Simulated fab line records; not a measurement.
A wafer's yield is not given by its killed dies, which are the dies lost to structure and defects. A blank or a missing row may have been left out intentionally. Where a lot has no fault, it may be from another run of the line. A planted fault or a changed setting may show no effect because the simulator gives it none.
8D (eight disciplines) problem report, filled in by code    flow n5 finfet    the parts of the form that need people (team, actions taken, sign-off) are left out

== 1. THE PROBLEM ==
At N5_ZERO_LAYER_COAT_05, spin speed rpm averages 1563.6 rpm over 6 wafers from 2 lots, while fault-free wafers read 1499.9 rpm, standard deviation 0.97. That puts it +66 standard deviations away from the usual mean.
The step: resist thk 1000 nm.
First observed at day 5 12:22: wafer L930.2, on litho track-03. The record holds 27 wafers of 9 lots with a number at this step. The rule behind "out" and "out of limits": a value lying over 4 standard deviations away from the usual mean. The other wafers with a number count as sound.

== 2. WHAT IT IS, WHAT IT ISN'T ==
question                     is                      is not
which readings at this step  spin speed rpm          -
which lots                   L930, L934              L914, L917, L920, L921, L923, L931, L936
which wafers of those lots   all that have a number  -
read on which tools          litho track-03          litho track-04, litho track-05
when                         from day 5 12:22        up to then (15 sound wafers); but 6 sound wafers of L931, L936 came after

== 3. SUSPECTS, AND WHAT RULES EACH OUT ==
Counting: a tool stays on the suspect list if, at a process step up to the reading, it processed all lots that are out and no sound lot following the first of them.
- litho track-03 at N5_ZERO_LAYER_COAT_05 (resist thk 1000 nm): kept. All lots that are out passed through it, beginning with L930 at day 5 12:22, and no sound lot followed; its final sound lot before that point was L923 at day 3 18:22. Its own spin speed rpm readings are out on those wafers.
After counting, what remains is litho track-03 at N5_ZERO_LAYER_COAT_05.

== 4. THE CAUSE (what the simulator had put in) ==
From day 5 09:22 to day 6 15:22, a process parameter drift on litho track-03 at N5_ZERO_LAYER_COAT_05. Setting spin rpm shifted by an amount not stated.
Only this tool survived the counting.

== 5. THE EFFECT CHAIN, in route order ==
Each row: a reading whose mean over the struck wafers that have a number lies more than 3 standard deviations from the usual. Readings are gone through only where the record gives a usual standard deviation; hours: the median, over the lots, of the time from a lot's start at the first step in this table giving one to that lot's start at this step; sigmas: the change measured in usual standard deviations.
hours  step                    reading                   usual       on struck wafers  change  sigmas
0      N5_ZERO_LAYER_COAT_05   spin speed rpm            1499.9 rpm  1563.6            +63.7   +66
1      N5_ZERO_LAYER_STRIP_24  strip time to endpoint s  43.88 s     43.24             -0.64   -6.4
Process steps it contains:
- N5_ZERO_LAYER_COAT_05: resist thk 1000 nm.
- N5_ZERO_LAYER_STRIP_24: strips in O2.
Later measuring or inspecting steps at which every struck wafer that the step has a row for has a number for every such reading, and none has moved that far: N5_PMOS_HMC_CHANNEL_EPI_OVL_MEAS_10, N5_BEOL_M4_RC_MEAS_101.

== 6. WHAT WOULD HAVE CAUGHT IT SOONER ==
3 hours passed between the start of the fault at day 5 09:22 and the first reading out of limits in this record, taken at day 5 12:22.
